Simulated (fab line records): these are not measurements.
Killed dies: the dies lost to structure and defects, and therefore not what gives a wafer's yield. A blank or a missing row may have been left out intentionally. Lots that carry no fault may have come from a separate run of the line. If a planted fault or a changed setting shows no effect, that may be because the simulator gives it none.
Which of the tools did it? + flow n5Finfet + Sampling: 9 lots, 27 wafers, 5 of 1938 route steps

## WHAT THE GAUGES READ, wafer by wafer
N5_SDB_INSPECT_13: inspects for defects (brightfield).
| lot  | measured    | on               | rawDefectCount |
|------|-------------|------------------|----------------|
| L628 | day 3 19:11 | defectInspect-01 | 116 62 88      |
| L635 | day 5 12:28 | defectInspect-01 | 48 49 92       |
| L637 | day 6 02:01 | defectInspect-02 | 39 62 30       |
| L639 | day 6 14:10 | defectInspect-01 | 66 24 34       |
| L640 | day 6 20:00 | defectInspect-02 | 61 96 56       |
| L642 | day 7 07:53 | defectInspect-02 | 33 65 43       |
| L647 | day 8 13:38 | defectInspect-02 | 38 25 66       |
| L650 | day 9 09:26 | defectInspect-02 | 64 46 50       |
| L651 | day 9 14:35 | defectInspect-02 | 24 49 53       |

N5_BEOL_M4_RC_MEAS_101.
| lot  | measured     | on        | DIBL_N (mV/V)  | DIBL_P (mV/V)  | IOFF_N (nA/um) | IOFF_P (nA/um) | ION_N (uA/um) | ION_P (uA/um) | SS_N (mV/dec)  | SS_P (mV/dec)  | VT_N (mV)   | VT_P (mV)            |
|------|--------------|-----------|----------------|----------------|----------------|----------------|---------------|---------------|----------------|----------------|-------------|----------------------|
| L628 | day 8 19:02  | prober-02 | 34.6 36.4 34.8 | 35.1 37.0 34.2 | 0.14 0.17 0.13 | 0.22 0.24 0.21 | 676 682 662   | 472 474 464   | 71.2 70.5 71.4 | 73.5 73.3 72.3 | 251 246 252 | -245.7 -246.0 -249.5 |
| L635 | day 10 01:01 | prober-02 | 35.5 34.6 39.3 | 37.0 35.8 42.0 | 0.17 0.15 0.28 | 0.27 0.24 0.38 | 689 687 708   | 478 480 488   | 71.1 71.0 72.2 | 73.5 72.2 73.6 | 246 249 238 | -243.1 -246.4 -240.6 |
| L637 | day 10 18:19 | prober-02 | 34.1 34.1 34.5 | 34.5 34.8 35.6 | 0.14 0.14 0.13 | 0.21 0.20 0.21 | 660 676 662   | 459 472 460   | 71.6 71.1 72.2 | 74.0 73.4 73.0 | 252 250 253 | -248.3 -247.0 -247.8 |
| L639 | day 11 08:43 | prober-02 | 35.4 35.0 36.7 | 34.4 34.3 36.3 | 0.14 0.14 0.18 | 0.20 0.20 0.25 | 664 675 675   | 459 465 462   | 70.8 70.6 71.5 | 72.7 73.3 73.8 | 252 251 249 | -248.2 -248.8 -245.6 |
| L640 | day 11 09:18 | prober-01 | 37.8 34.2 35.3 | 38.3 33.1 34.7 | 0.16 0.11 0.12 | 0.25 0.17 0.20 | 681 655 669   | 468 455 464   | 71.8 70.1 70.9 | 73.0 71.7 72.9 | 249 257 254 | -247.0 -253.9 -249.6 |
| L642 | day 12 03:03 | prober-02 | 36.2 35.5 39.4 | 36.2 36.1 40.5 | 0.15 0.15 0.21 | 0.23 0.22 0.32 | 666 679 687   | 464 474 479   | 71.3 71.7 71.9 | 73.1 73.5 73.8 | 252 247 244 | -248.3 -250.4 -243.2 |
| L647 | day 12 20:28 | prober-01 | 38.0 38.1 37.2 | 37.9 39.2 37.7 | 0.18 0.18 0.17 | 0.22 0.24 0.21 | 666 680 685   | 456 475 466   | 71.7 72.4 71.8 | 74.5 73.8 73.5 | 249 248 246 | -250.5 -251.5 -250.0 |
| L650 | day 14 04:28 | prober-01 | 36.1 36.2 36.2 | 36.8 36.5 37.3 | 0.17 0.16 0.16 | 0.23 0.23 0.25 | 682 682 683   | 469 475 467   | 71.8 71.7 71.4 | 73.2 72.9 73.1 | 248 248 249 | -249.1 -246.7 -244.5 |
| L651 | day 14 01:23 | prober-01 | 34.1 34.1 38.3 | 35.5 34.8 40.8 | 0.14 0.14 0.23 | 0.20 0.19 0.31 | 680 661 698   | 469 457 477   | 71.8 71.4 71.7 | 72.6 72.4 73.5 | 250 249 245 | -250.0 -249.1 -246.5 |

## WHICH TOOL RAN EACH LOT (tool, then ch and the chambers of the sampled wafers, then the start)
| lot  | N5_ILD0_LINER_00                | N5_ILD0_CMP_07               | N5_HKMG_FIN_HK_ANNEAL_02       |
|------|---------------------------------|------------------------------|--------------------------------|
| L628 | aldSin-04 ch 0,3, day 3 11:56   | cmp-03 ch 0,3, day 3 14:39   | rtpAnneal-01 ch 0, day 4 01:04 |
| L635 | aldSin-02 ch 0,1,3, day 5 05:50 | cmp-04 ch 0,1,2, day 5 08:36 | rtpAnneal-01 ch 0, day 5 17:39 |
| L637 | aldSin-01 ch 1,2,3, day 5 18:53 | cmp-03 ch 0,1,3, day 5 21:56 | rtpAnneal-01 ch 0, day 6 06:44 |
| L639 | aldSin-01 ch 2,3, day 6 07:23   | cmp-01 ch 1,2, day 6 10:05   | rtpAnneal-01 ch 0, day 6 19:29 |
| L640 | aldSin-02 ch 1,3, day 6 13:21   | cmp-03 ch 0,1,3, day 6 16:08 | rtpAnneal-01 ch 0, day 7 01:19 |
| L642 | aldSin-02 ch 0,1,2, day 7 01:13 | cmp-04 ch 0,2,3, day 7 04:00 | rtpAnneal-02 ch 0, day 7 12:36 |
| L647 | aldSin-04 ch 2,3, day 8 06:52   | cmp-03 ch 1,2, day 8 09:36   | rtpAnneal-02 ch 0, day 8 19:23 |
| L650 | aldSin-01 ch 0,2,3, day 9 02:26 | cmp-03 ch 0,1,2, day 9 05:34 | rtpAnneal-02 ch 0, day 9 14:10 |
| L651 | aldSin-01 ch 0,1,2, day 9 07:24 | cmp-04 ch 1,2,3, day 9 10:34 | rtpAnneal-02 ch 0, day 9 19:20 |
- N5_ILD0_LINER_00: material SiNx, target thk 4 nm, pulse time 1 s, purge time 2 s.
- N5_ILD0_CMP_07: polishes SiO2 flowable, stops on poly-Si, t overpolish 1.18 s, target thk 138.88 nm.
- N5_HKMG_FIN_HK_ANNEAL_02: time 30 s.

## WHAT THE TOOLS THEMSELVES READ (means of the sampled wafers that have a number; where no wafer has one, the mark that the record gives instead)
N5_ILD0_LINER_00.
| lot  | tool      | heaterPowerOuterW (W) | heaterPowerW (W) | precursorPulseHeightRel |
|------|-----------|-----------------------|------------------|-------------------------|
| L628 | aldSin-04 | 579                   | 924              | 1.017                   |
| L635 | aldSin-02 | 488                   | 782              | 0.999                   |
| L637 | aldSin-01 | 540                   | 879              | 1.013                   |
| L639 | aldSin-01 | 557                   | 903              | 0.978                   |
| L640 | aldSin-02 | 489                   | 807              | 1.007                   |
| L642 | aldSin-02 | 481                   | 782              | 0.995                   |
| L647 | aldSin-04 | 609                   | 959              | 0.989                   |
| L650 | aldSin-01 | 552                   | 896              | 0.999                   |
| L651 | aldSin-01 | 524                   | 878              | 0.999                   |

N5_ILD0_CMP_07.
| lot  | tool   | motorCurrentA (A) |
|------|--------|-------------------|
| L628 | cmp-03 | 12.2              |
| L635 | cmp-04 | 11.7              |
| L637 | cmp-03 | 12.9              |
| L639 | cmp-01 | 12.5              |
| L640 | cmp-03 | 13.0              |
| L642 | cmp-04 | 12.9              |
| L647 | cmp-03 | 13.5              |
| L650 | cmp-03 | 12.6              |
| L651 | cmp-04 | 13.4              |

N5_HKMG_FIN_HK_ANNEAL_02.
| lot  | tool         | lampPowerPct (%) | lamp_zone_1_pct (%) | lamp_zone_2_pct (%) | lamp_zone_3_pct (%) | lamp_zone_4_pct (%) | lamp_zone_5_pct (%) | lamp_zone_6_pct (%) | lamp_zone_7_pct (%) | wafer_temp_C_max |
|------|--------------|------------------|---------------------|---------------------|---------------------|---------------------|---------------------|---------------------|---------------------|------------------|
| L628 | rtpAnneal-01 | 8.79             | 8.790               | 8.808               | 8.793               | 8.798               | 8.803               | 8.719               | 9.190               | 702.7            |
| L635 | rtpAnneal-01 | 8.74             | 8.792               | 8.799               | 8.786               | 8.801               | 8.798               | 8.724               | 9.194               | 702.4            |
| L637 | rtpAnneal-01 | 8.33             | 8.344               | 8.337               | 8.344               | 8.353               | 8.336               | 8.267               | 8.733               | 703.3            |
| L639 | rtpAnneal-01 | 8.38             | 8.347               | 8.352               | 8.337               | 8.346               | 8.338               | 8.282               | 8.714               | 703.2            |
| L640 | rtpAnneal-01 | 8.43             | 8.346               | 8.358               | 8.338               | 8.346               | 8.351               | 8.273               | 8.721               | 702.9            |
| L642 | rtpAnneal-02 | 8.78             | 8.802               | 8.795               | 8.797               | 8.790               | 8.797               | 8.736               | 9.196               | 703.0            |
| L647 | rtpAnneal-02 | 8.81             | 8.791               | 8.806               | 8.790               | 8.793               | 8.791               | 8.732               | 9.190               | 702.9            |
| L650 | rtpAnneal-02 | 8.79             | 8.796               | 8.793               | 8.799               | 8.792               | 8.802               | 8.726               | 9.195               | 703.2            |
| L651 | rtpAnneal-02 | 8.81             | 8.799               | 8.808               | 8.792               | 8.801               | 8.796               | 8.730               | 9.190               | 703.8            |

## THE ANSWER, worked out from the rows above alone
Rule: the lots themselves supply what counts as usual. The widest of any qualifying gaps counts: lots, ordered by their means at a reading, are off when they make up no more than a third of the lots, leave a main group of 4 or more, and stand apart from it by 3 or more times the standard deviation of that group's means. If all means in a main group match to the digits the tables above print for the reading, that group is not used. A lot without any number at a reading at which 4 lots or more have one is off too. All remaining lots with rows at the step are treated as sound. After the gauges, taken in route order, come the tools' own readings; for these a lot's mean is taken, as printed above. At the first step where some lot is off, the reading lying furthest off is the one used; lots without a number count as furthest.
Off: L637, L639, L640, at N5_HKMG_FIN_HK_ANNEAL_02 (lamp_zone_7_pct). The main group: mean 9.192 %, standard deviation 0.0026.
If a tool, at that step or one of the process steps before it, ran each lot that is off and ran no sound lot following the first of them, it fits. One candidate fits, namely rtpAnneal-01 at N5_HKMG_FIN_HK_ANNEAL_02. A fault onset in the window from L635 (day 5 17:39, its last sound lot) to L637 (day 6 06:44, its first lot off) fits.
The tool's own readings at N5_HKMG_FIN_HK_ANNEAL_02 bear it out: on the lots that are off they differ by more than 5 times the standard deviation of the sound lots' means. lampPowerPct reads 8.38 % there against 8.79 % on the sound lots; lamp_zone_1_pct reads 8.346 % there against 8.795 % on the sound lots; lamp_zone_2_pct reads 8.349 % there against 8.801 % on the sound lots; lamp_zone_3_pct reads 8.340 % there against 8.793 % on the sound lots; lamp_zone_4_pct reads 8.348 % there against 8.796 % on the sound lots; lamp_zone_5_pct reads 8.342 % there against 8.798 % on the sound lots; lamp_zone_6_pct reads 8.274 % there against 8.728 % on the sound lots; lamp_zone_7_pct reads 8.723 % there against 9.192 % on the sound lots.

## WHAT THE SIMULATOR HAD INSERTED
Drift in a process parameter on rtpAnneal-01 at N5_HKMG_FIN_HK_ANNEAL_02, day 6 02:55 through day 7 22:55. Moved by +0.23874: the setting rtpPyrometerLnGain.
Struck lots among those shown: L637, L639, L640. The same result came from the rule above.
